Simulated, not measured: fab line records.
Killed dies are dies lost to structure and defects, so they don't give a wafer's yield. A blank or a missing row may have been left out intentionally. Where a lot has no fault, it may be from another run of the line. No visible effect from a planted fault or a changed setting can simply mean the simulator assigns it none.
fab line records    flow nandHarc    part 1 of 2: steps 1 to 4 of 6
record: lots: 21  wafers: 63  lastDay: 34
route steps=1302 shown A_STAIRCASE@740
lots that met no fault: taken from a fault-free run of the same line
startH: start of the lot's first displayed wafer, in hours after the record's first day    waitH: hours from the lot's prior step to this one    " unchanged from the row above    L1.1+2: a row that stands for several wafers    - value missing, or start not given    * or withheld: withheld    < > ~ a bound
route shown NAME@n: names a module that has steps shown in the file, with the first one's number in the route    usual: mean/standard deviation taken from wafers without a fault    same: alike in all rows    chamber/n: place in a boat    sites: readings site by site    _std_site: standard deviation across them    _edge_site: the outer-site mean with the inner-site mean subtracted    radiusMm: for every site, how far away it sits from the centre of the wafer    mask NAME#n: copy n    behind: the most recent tool/chamber to have shaped the wafer    hold: reason for holding the lot/hours on hold/outcome of the hold    device: whichever transistor did not switch (one of n, p or np)    end of line: at the end of the route, the tests of the same wafers    step lacking rows: just its recipe    killed: count of dies lost to structure and defects at first sort (not the wafer's yield)    map: dies across one wafer; x = killed, . = not, _ = none there
set.NAME: the setting the step ran with; set.NAME@STEP: the setting that earlier step ran with    model.NAME: the simulator's own value behind a step, which no gauge read
steps of the route over a sample of lots; a table a step, a row a wafer
services: from which hour (startH, from the record's first day; less than 0 if before it) a tool's chamber was out of use, for how many hours, and why
== steps ==
step: NHARC_A_STAIRCASE_TRIM_226
recipe: timeS: 211.2  o2FlowSccm: 500  arFlowSccm: 0  biasW: 0  chemistry: O2
usual: chamberPressureMTorr: 60.00/0.056  drypumpMotorCurrentA: 5.47/0.24  mfcArSccm: 0.009/0.012  oesProductAu: 1.000/0.0069  rfVppV: 57.8/0.83  showerheadPlenumPTorr: 3.51/0.12  throttleValvePct: 17.037/0.0088
lot.wafer  tool        chamber  startH  waitH  chamberPressureMTorr  drypumpMotorCurrentA  mfcArSccm  oesProductAu  rfHoursCounterH  rfVppV  showerheadPlenumPTorr  throttleValvePct
L075.4     rieDiel-03  0        -       -      59.98                 4.97                  0          0.998         22               57.4    3.63                   17.038
L075.2     "           2        "       "      60.02                 5.58                  0.007      1.013         23               57.8    3.48                   17.021
L075.6     "           3        "       "      60.05                 5.56                  0          0.996         -                56.8    3.45                   17.032
L074.2     rieDiel-12  3        -       -      60.02                 5.51                  0.032      1.003         29               57.5    3.45                   17.049
L074.4     "           1        "       "      60.06                 5.67                  0          0.999         -                59.1    3.64                   17.046
L074.6     "           3        "       "      59.98                 5.51                  0.032      1.007         -                56.5    3.45                   17.042
L076.1     rieDiel-12  1        -       -      60.06                 5.67                  0          1.009         35               58.2    3.63                   17.029
L076.4     "           1        "       "      60.04                 5.67                  0          1.007         -                58.7    3.63                   17.016
L076.3     "           0        "       "      60.01                 5.47                  0.021      1.003         -                58.5    3.50                   17.042
L077.4     rieDiel-03  3        -       -      60.02                 5.52                  0          1.005         32               58.6    3.44                   17.043
L077.1     "           0        "       "      60.08                 4.98                  0          1.006         29               59.6    3.63                   17.032
L077.2     "           2        "       "      60.01                 5.58                  0.007      1.013         32               58.4    3.47                   17.041
L079.1     rieDiel-12  0        -       -      59.96                 5.47                  0.021      0.990         51               58.4    3.49                   17.036
L079.2     "           2        "       "      60.07                 5.19                  0          0.989         40               57.3    3.45                   17.032
L079.6     "           2        "       "      59.97                 5.20                  0          1.000         -                58.0    3.45                   17.029
L078.1     rieDiel-12  1        -       -      59.98                 5.68                  0          1.003         46               58.1    3.62                   17.047
L078.4     "           2        "       "      60.00                 5.23                  0          1.000         -                59.2    3.45                   17.049
L078.6     "           1        "       "      60.13                 5.68                  0          1.001         -                57.1    3.62                   17.033
L080.4     rieDiel-12  1        -       -      60.04                 5.68                  0          0.991         50               56.8    3.62                   17.045
L080.1     "           2        "       "      59.92                 5.19                  0          0.995         44               56.7    3.45                   17.032
L080.6     "           3        "       "      59.96                 5.50                  0.032      1.006         -                57.4    3.45                   17.044
L081.2     rieDiel-03  3        -       -      59.97                 5.54                  0          0.997         42               57.9    3.43                   17.040
L081.6     "           2        "       "      60.00                 5.58                  0.007      0.999         -                57.0    3.46                   17.057
L081.4     "           3        "       "      60.00                 5.52                  0          0.997         -                56.3    3.43                   17.030
L084.1     rieDiel-03  2        -       -      60.03                 5.54                  0.007      0.997         2                58.0    3.46                   17.046
L084.2     "           0        "       "      60.03                 4.97                  0          1.000         2                57.9    3.61                   17.032
L084.6     "           3        "       "      59.97                 5.52                  0          0.992         -                55.2    3.43                   17.018
L082.4     rieDiel-12  0        -       -      60.04                 5.49                  0.021      1.013         6                58.5    3.48                   17.046
L082.1     "           1        "       "      59.96                 5.67                  0          1.009         7                58.3    3.61                   17.047
L082.5     "           0        "       "      59.98                 5.48                  0.021      1.011         -                57.8    3.48                   17.047
L083.1     rieDiel-03  1        -       -      59.96                 5.33                  0          0.995         4                57.9    3.78                   17.044
L083.2     "           2        "       "      59.92                 5.56                  0.007      0.999         4                58.2    3.46                   17.030
L083.5     "           2        "       "      60.01                 5.57                  0.007      1.002         -                57.1    3.45                   17.025
L086.4     rieDiel-03  1        -       -      59.82                 5.33                  0          1.006         7                57.9    3.77                   17.039
L086.1     "           3        "       "      60.03                 5.54                  0          0.997         9                57.8    3.42                   17.047
L086.5     "           1        "       "      60.07                 5.32                  0          1.003         -                59.0    3.77                   17.027
L088.2     rieDiel-12  2        -       -      60.03                 5.21                  0          1.002         13               56.4    3.44                   17.029
L088.4     "           3        "       "      59.92                 5.52                  0.032      1.000         10               57.6    3.44                   17.033
L088.6     "           0        "       "      60.05                 5.46                  0.021      0.992         -                58.2    3.48                   17.041
L089.3     rieDiel-12  1        -       -      60.06                 5.66                  0          0.994         20               58.1    3.61                   17.032
L089.1     "           2        "       "      59.88                 5.23                  0          1.004         20               57.2    3.44                   17.035
L089.6     "           2        "       "      59.98                 5.23                  0          0.984         -                58.8    3.44                   17.020
L091.4     rieDiel-12  3        -       -      59.96                 5.53                  0.032      0.984         23               57.9    3.43                   17.035
L091.1     "           2        "       "      59.98                 5.21                  0          0.996         24               58.3    3.43                   17.043
L091.6     "           3        "       "      60.04                 5.51                  0.032      0.992         -                58.1    3.43                   17.037
L090.3     rieDiel-03  3        -       -      59.99                 5.53                  0          0.986         17               58.5    3.42                   17.035
L090.1     "           2        "       "      59.96                 5.53                  0.007      1.002         14               58.1    3.45                   17.033
L090.6     "           3        "       "      60.00                 5.53                  0          0.993         -                57.6    3.42                   17.041
L093.3     rieDiel-12  3        -       -      60.04                 5.51                  0.032      0.995         37               56.5    3.42                   17.037
L093.1     "           0        "       "      59.95                 5.51                  0.021      0.997         38               56.6    3.47                   17.030
L093.4     "           2        "       "      59.91                 5.22                  0          0.999         37               57.9    3.43                   17.043
L094.3     rieDiel-08  3        -       -      59.95                 5.41                  0.028      0.988         4                58.1    3.30                   17.038
L094.5     "           0        "       "      59.96                 5.63                  0          0.995         -                56.4    3.39                   17.026
L094.6     "           3        "       "      60.03                 5.40                  0.028      0.994         -                58.8    3.30                   17.024
L096.2     rieDiel-12  1        -       -      60.03                 5.67                  0          0.992         46               58.2    3.59                   17.043
L096.6     "           0        "       "      60.00                 5.51                  0.021      0.993         -                58.9    3.46                   17.034
L096.4     "           1        "       "      59.95                 5.68                  0          0.993         -                57.6    3.59                   17.042
L095.1     rieDiel-03  2        -       -      60.05                 5.57                  0.007      1.002         34               57.4    3.44                   17.051
L095.2     "           3        "       "      60.00                 5.55                  0          0.995         39               58.5    3.41                   17.047
L095.3     "           0        "       "      60.00                 4.99                  0          1.004         39               58.3    3.59                   17.048
L097.4     rieDiel-12  1        -       -      59.88                 5.67                  0          1.011         50               57.8    3.59                   17.046
L097.5     "           2        "       "      60.07                 5.20                  0          1.000         -                59.4    3.42                   17.020
L097.6     "           3        "       "      60.03                 5.52                  0.032      0.989         -                57.5    3.42                   17.027
step: NHARC_A_STAIRCASE_TRIM_229
recipe: timeS: 211.2  o2FlowSccm: 500  arFlowSccm: 0  biasW: 0  chemistry: O2
usual: chamberPressureMTorr: 60.01/0.053  drypumpMotorCurrentA: 5.5/0.32  mfcArSccm: 0.008/0.011  oesProductAu: 0.998/0.0081  rfVppV: 57.7/0.89  showerheadPlenumPTorr: 3.48/0.14  throttleValvePct: 17.037/0.009
lot.wafer  tool        chamber  startH  waitH  chamberPressureMTorr  drypumpMotorCurrentA  mfcArSccm  oesProductAu  rfHoursCounterH  rfVppV  showerheadPlenumPTorr  throttleValvePct
L075.2     rieDiel-03  2        366.62  0.1    60.07                 5.6                   0.007      1.007         23               56.9    3.48                   17.038
L075.4     "           1        "       "      60.06                 5.3                   0          0.992         22               59.2    3.80                   17.033
L075.6     "           3        "       "      60.09                 5.5                   0          0.987         -                56.4    3.44                   17.026
L074.4     rieDiel-03  1        373.34  0.1    60.02                 5.3                   0          1.015         24               59.2    3.79                   17.024
L074.2     "           2        "       "      60.03                 5.6                   0.007      1.010         26               57.6    3.47                   17.044
L074.6     "           0        "       "      60.05                 5.0                   0          1.000         -                57.9    3.63                   17.042
L076.1     rieDiel-12  0        389.21  0.1    60.11                 5.5                   0.021      0.997         40               59.1    3.50                   17.024
L076.3     "           1        "       "      59.99                 5.7                   0          1.001         -                58.6    3.63                   17.027
L076.4     "           0        "       "      60.04                 5.5                   0.021      1.007         -                57.3    3.50                   17.044
L077.1     rieDiel-03  3        389.80  0.1    59.91                 5.5                   0          0.996         32               59.1    3.44                   17.030
L077.4     "           1        "       "      59.96                 5.3                   0          1.005         29               57.6    3.79                   17.033
L077.2     "           2        "       "      60.04                 5.6                   0.007      1.015         32               57.0    3.47                   17.024
L079.1     rieDiel-03  2        410.00  0.1    60.05                 5.6                   0.007      1.001         41               57.4    3.47                   17.049
L079.2     "           0        "       "      60.01                 5.0                   0          1.012         38               57.1    3.62                   17.028
L079.6     "           3        "       "      60.03                 5.5                   0          0.988         -                57.6    3.44                   17.039
L078.4     rieDiel-08  2        410.53  0.1    60.07                 6.1                   0.002      1.013         10               56.9    3.29                   17.023
L078.1     "           3        "       "      60.04                 5.4                   0.028      1.003         14               57.5    3.33                   17.038
L078.6     "           1        "       "      60.06                 6.2                   0.016      1.019         -                57.2    3.30                   17.042
L080.4     rieDiel-12  3        430.62  0.1    60.04                 5.5                   0.032      1.007         35               58.4    3.45                   17.048
L080.1     "           1        "       "      60.14                 5.7                   0          0.992         50               58.0    3.62                   17.038
L080.6     "           3        "       "      59.97                 5.5                   0.032      1.000         -                58.5    3.45                   17.041
L081.4     rieDiel-08  1        440.17  0.1    60.10                 6.3                   0.016      1.005         18               57.4    3.30                   17.026
L081.2     "           2        "       "      59.92                 6.1                   0.002      1.011         16               57.8    3.29                   17.038
L081.6     "           1        "       "      60.04                 6.2                   0.016      1.016         -                56.3    3.30                   17.032
L084.1     rieDiel-03  0        473.68  0.1    59.99                 4.9                   0          1.008         3                56.6    3.61                   17.046
L084.2     "           1        "       "      60.00                 5.3                   0          0.991         2                58.3    3.78                   17.032
L084.6     "           3        "       "      59.93                 5.5                   0          0.987         -                56.6    3.43                   17.048
L082.1     rieDiel-12  0        475.60  0.1    59.98                 5.5                   0.021      0.994         6                57.9    3.48                   17.038
L082.4     "           1        "       "      59.89                 5.6                   0          0.998         8                59.2    3.61                   17.046
L082.5     "           0        "       "      59.95                 5.5                   0.021      1.003         -                58.2    3.48                   17.035
L083.2     rieDiel-03  0        479.45  0.1    60.02                 5.0                   0          0.990         5                58.2    3.61                   17.042
L083.1     "           1        "       "      60.01                 5.3                   0          0.997         5                58.1    3.78                   17.038
L083.5     "           1        "       "      60.08                 5.3                   0          1.006         -                57.0    3.78                   17.038
L086.4     rieDiel-08  1        488.83  0.1    59.99                 6.3                   0.016      1.009         39               57.7    3.28                   17.032
L086.1     "           2        "       "      59.99                 6.1                   0.002      0.995         38               58.4    3.28                   17.032
L086.5     "           1        "       "      59.92                 6.2                   0.016      1.000         -                56.7    3.28                   17.041
L088.4     rieDiel-08  1        496.53  0.1    60.05                 6.3                   0.016      0.995         44               55.4    3.28                   17.043
L088.2     "           2        "       "      60.05                 6.1                   0.002      0.991         41               57.4    3.28                   17.044
L088.6     "           1        "       "      60.07                 6.2                   0.016      1.006         -                56.9    3.28                   17.056
L089.3     rieDiel-08  3        514.03  0.1    60.00                 5.5                   0.028      0.999         43               57.9    3.31                   17.031
L089.1     "           2        "       "      60.04                 6.1                   0.002      0.995         43               57.4    3.27                   17.015
L089.6     "           2        "       "      60.03                 6.1                   0.002      1.005         -                56.3    3.27                   17.034
L091.1     rieDiel-03  1        531.31  0.1    60.04                 5.3                   0          1.005         14               58.7    3.77                   17.039
L091.4     "           2        "       "      60.02                 5.6                   0.007      1.006         14               57.7    3.45                   17.030
L091.6     "           1        "       "      60.05                 5.3                   0          1.006         -                58.1    3.77                   17.041
L090.1     rieDiel-12  1        531.89  0.1    60.06                 5.7                   0          0.997         24               58.8    3.60                   17.023
L090.3     "           3        "       "      59.97                 5.5                   0.032      0.995         23               59.0    3.43                   17.026
L090.6     "           2        "       "      60.08                 5.2                   0          0.993         -                56.4    3.43                   17.032
L093.4     rieDiel-12  2        560.75  0.1    59.98                 5.2                   0          0.983         38               56.9    3.43                   17.022
L093.1     "           3        "       "      60.07                 5.5                   0.032      0.983         38               58.1    3.42                   17.046
L093.3     "           0        "       "      59.98                 5.5                   0.021      0.996         39               57.9    3.47                   17.028
L094.3     rieDiel-12  2        564.45  0.1    60.00                 5.2                   0          0.987         39               58.5    3.43                   17.027
L094.6     "           2        "       "      60.04                 5.2                   0          0.990         -                57.3    3.43                   17.032
L094.5     "           3        "       "      60.01                 5.5                   0.032      0.988         -                58.2    3.42                   17.041
L096.2     rieDiel-12  1        583.70  0.1    60.00                 5.7                   0          0.996         46               56.4    3.59                   17.036
L096.4     "           2        "       "      60.01                 5.2                   0          0.995         -                55.9    3.42                   17.049
L096.6     "           0        "       "      60.01                 5.5                   0.021      0.999         -                58.2    3.46                   17.032
L095.2     rieDiel-03  2        590.64  0.1    59.93                 5.6                   0.007      1.006         34               56.7    3.44                   17.031
L095.1     "           3        "       "      60.05                 5.6                   0          0.994         39               57.4    3.41                   17.032
L095.3     "           0        "       "      59.96                 5.0                   0          0.995         39               59.0    3.59                   17.030
L097.4     rieDiel-12  1        596.81  0.1    59.97                 5.7                   0          0.984         50               58.4    3.59                   17.045
L097.6     "           1        "       "      60.02                 5.7                   0          0.997         -                57.8    3.59                   17.039
L097.5     "           2        "       "      60.02                 5.2                   0          1.005         -                58.4    3.42                   17.032
step: NHARC_A_STAIRCASE_ETCH_234
recipe: targetDepthA: 1000  timeS: 40.5  ionEnergyEv: 400  c4f8FlowSccm: 20  o2FlowSccm: 10  arFlowSccm: withheld  rfW: 600  biasW: 1000  chemistry: C4F8/O2
usual: chamberPressureMTorr: 25.003/0.023  oesProductAu: 0.941/0.011  rfVppV: 894/5.3
lot.wafer  tool        chamber  startH  waitH  chamberPressureMTorr  oesProductAu  rfHoursCounterH  rfVppV
L075.4     rieDiel-03  2        -       -      25.001                0.946         24               893
L075.2     "           3        "       "      25.021                0.933         24               892
L075.6     "           1        "       "      24.995                0.950         -                905
L074.2     rieDiel-03  3        -       -      25.004                0.932         26               893
L074.4     "           0        "       "      24.995                0.936         24               899
L074.6     "           1        "       "      24.989                0.937         -                907
L076.3     rieDiel-12  1        -       -      25.025                0.932         36               900
L076.1     "           2        "       "      25.007                0.934         30               894
L076.4     "           1        "       "      24.977                0.944         -                899
L077.2     rieDiel-03  2        -       -      24.967                0.935         32               895
L077.4     "           3        "       "      25.008                0.930         32               892
L077.1     "           0        "       "      25.012                0.939         30               900
L079.2     rieDiel-03  1        -       -      24.968                0.949         38               905
L079.1     "           2        "       "      24.997                0.947         41               894
L079.6     "           2        "       "      24.999                0.940         -                895
L078.1     rieDiel-08  1        -       -      24.998                0.951         12               888
L078.4     "           0        "       "      25.041                0.953         15               891
L078.6     "           2        "       "      24.988                0.940         -                888
L080.4     rieDiel-12  0        -       -      25.057                0.938         55               894
L080.1     "           2        "       "      25.002                0.948         44               894
L080.6     "           3        "       "      25.000                0.953         -                893
L081.2     rieDiel-08  2        -       -      25.021                0.952         16               887
L081.4     "           1        "       "      24.990                0.963         18               886
L081.6     "           3        "       "      24.989                0.944         -                889
L084.1     rieDiel-03  3        -       -      25.022                0.935         3                892
L084.2     "           0        "       "      24.956                0.936         3                898
L084.6     "           1        "       "      24.973                0.927         -                903
L082.1     rieDiel-12  2        -       -      24.953                0.938         8                892
L082.4     "           1        "       "      25.046                0.941         8                899
L082.5     "           2        "       "      25.016                0.930         -                893
L083.1     rieDiel-03  2        -       -      25.012                0.944         5                893
L083.2     "           3        "       "      24.964                0.929         6                893
L083.5     "           1        "       "      24.969                0.947         -                905
L086.4     rieDiel-08  2        -       -      25.013                0.973         39               885
L086.1     "           3        "       "      24.975                0.958         34               886
L086.5     "           3        "       "      24.991                0.960         -                888
L088.2     rieDiel-08  1        -       -      24.981                0.949         44               887
L088.4     "           3        "       "      25.002                0.939         37               889
L088.6     "           2        "       "      25.053                0.936         -                886
L089.3     rieDiel-08  1        -       -      25.019                0.934         52               887
L089.1     "           2        "       "      24.992                0.923         44               887
L089.6     "           2        "       "      25.001                0.932         -                884
L091.1     rieDiel-03  3        -       -      25.010                0.934         17               893
L091.4     "           2        "       "      25.018                0.941         14               895
L091.6     "           0        "       "      24.948                0.945         -                900
L090.1     rieDiel-12  2        -       -      25.005                0.930         25               892
L090.3     "           0        "       "      25.002                0.941         24               894
L090.6     "           3        "       "      25.033                0.937         -                893
L093.3     rieDiel-12  3        -       -      24.990                0.920         38               893
L093.1     "           0        "       "      25.036                0.936         39               894
L093.4     "           2        "       "      24.994                0.917         38               891
L094.3     rieDiel-12  0        -       -      25.004                0.952         40               893
L094.5     "           3        "       "      25.014                0.945         -                892
L094.6     "           0        "       "      25.016                0.969         -                895
L096.2     rieDiel-12  1        -       -      24.980                0.945         46               899
L096.6     "           2        "       "      24.996                0.935         -                892
L096.4     "           0        "       "      25.021                0.942         -                894
L095.1     rieDiel-03  3        -       -      24.984                0.919         39               893
L095.3     "           0        "       "      25.006                0.928         39               899
L095.2     "           1        "       "      24.981                0.932         34               903
L097.4     rieDiel-12  1        -       -      25.042                0.943         52               897
L097.5     "           1        "       "      25.008                0.931         -                899
L097.6     "           2        "       "      24.984                0.955         -                893
step: NHARC_A_STAIRCASE_HM_DEP_456
recipe: targetThkA: 31000  tempC: 400  material: aC
usual: throttleValvePct: 35.000/0.0089
lot.wafer  tool       chamber  startH  waitH  throttleValvePct
L075.2     aclDep-03  0        370.81  -      34.994
L075.4     "          0        "       "      35.001
L075.6     "          0        "       "      34.989
L074.2     aclDep-02  0        378.69  -      34.990
L074.4     "          0        "       "      35.006
L074.6     "          0        "       "      34.996
L076.1     aclDep-01  0        393.01  -      35.021
L076.3     "          0        "       "      35.005
L076.4     "          0        "       "      35.000
L077.1     aclDep-03  0        394.03  -      35.012
L077.2     "          0        "       "      34.988
L077.4     "          0        "       "      35.007
L079.1     aclDep-03  0        414.03  -      35.022
L079.2     "          0        "       "      35.002
L079.6     "          0        415.56  -      35.006
L078.1     aclDep-01  0        415.55  -      35.008
L078.4     "          0        "       "      35.000
L078.6     "          0        "       "      34.994
L080.1     aclDep-03  0        434.30  -      35.007
L080.4     "          0        "       "      35.003
L080.6     "          0        "       "      35.007
L081.2     aclDep-02  0        444.10  -      35.018
L081.4     "          0        "       "      34.992
L081.6     "          0        "       "      35.002
L084.1     aclDep-02  0        478.05  -      35.004
L084.2     "          0        "       "      35.004
L084.6     "          0        479.59  -      35.010
L082.1     aclDep-01  0        479.27  -      34.995
L082.4     "          0        "       "      35.004
L082.5     "          0        "       "      34.988
L083.1     aclDep-01  0        483.17  -      35.004
L083.2     "          0        "       "      34.990
L083.5     "          0        "       "      35.010
L086.1     aclDep-03  0        496.82  -      35.007
L086.4     "          0        "       "      35.002
L086.5     "          0        "       "      35.003
L088.2     aclDep-01  0        500.39  -      34.991
L088.4     "          0        "       "      35.009
L088.6     "          0        "       "      35.014
L089.1     aclDep-01  0        519.72  -      35.010
L089.3     "          0        "       "      34.989
L089.6     "          0        "       "      35.001
L091.1     aclDep-01  0        535.17  -      35.004
L091.4     "          0        "       "      35.017
L091.6     "          0        "       "      35.011
L090.1     aclDep-02  0        535.86  -      34.994
L090.3     "          0        "       "      35.012
L090.6     "          0        "       "      34.999
L093.1     aclDep-02  0        567.20  -      35.000
L093.3     "          0        "       "      34.996
L093.4     "          0        "       "      34.988
L094.3     aclDep-02  0        569.65  -      35.002
L094.5     "          0        "       "      34.998
L094.6     "          0        "       "      34.994
L096.2     aclDep-02  0        587.61  -      34.985
L096.4     "          0        "       "      35.009
L096.6     "          0        "       "      35.010
L095.1     aclDep-03  0        598.17  -      34.994
L095.2     "          0        "       "      35.002
L095.3     "          0        "       "      35.005
L097.4     aclDep-01  0        605.59  -      35.010
L097.5     "          0        "       "      35.004
L097.6     "          0        "       "      34.986
